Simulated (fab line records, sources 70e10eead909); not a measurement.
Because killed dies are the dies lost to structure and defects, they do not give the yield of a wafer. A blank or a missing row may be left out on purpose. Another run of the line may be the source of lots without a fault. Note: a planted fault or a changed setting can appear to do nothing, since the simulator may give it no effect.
Chamber matching    flow nandHarc    NHARC_A_STAIRCASE_STRIP_476 on rieDiel-03: 4 sister chambers
The step strips in O2, time 20 s. 8 wafers are shown with their chamber, then 8 later ones without.

## EACH WAFER AND ITS CHAMBER
wafer   chamber  showerheadPlenumPTorr (Torr)  drypumpMotorCurrentA (A)
L076.4  1        3.59                          5.6
L079.1  1        3.59                          5.6
L080.2  3        3.41                          5.8
L080.3  0        3.39                          6.1
L081.1  2        3.59                          6.1
L081.3  0        3.39                          6.1
L081.5  2        3.59                          6.1
L085.2  3        3.40                          5.9

## WAFERS WITH NO CHAMBER GIVEN
wafer   showerheadPlenumPTorr (Torr)  drypumpMotorCurrentA (A)
L085.3  3.40                          5.9
L085.6  3.40                          5.9
L086.1  3.38                          6.1
L086.4  3.58                          5.6
L086.6  3.58                          6.0
L090.3  3.37                          6.1
L090.4  3.57                          5.6
L090.5  3.57                          6.1

## WHICH CHAMBER EACH WENT THROUGH
wafer   from the rows above  in truth
L085.3  3                    3
L085.6  3                    3
L086.1  0                    0
L086.4  1                    1
L086.6  2                    2
L090.3  0                    0
L090.4  1                    1
L090.5  2                    2
8 of 8 placed correctly. Not placeable from these rows: 0. Placed wrongly: 0.
How it was worked out, from the rows above alone: a wafer's distance from a chamber is the root of the sum, over the readings, of the square of ((its reading less the chamber's mean) divided by the reading's scatter). If the next closest chamber is less than 2 further off than the closest, the wafer can't be placed; otherwise it belongs to the closest. Each chamber's mean is taken over the wafers shown for it. The scatter: take each reading less its chamber's mean, square it, sum over the shown wafers, divide by the number of wafers less the number of chambers, and take the root.
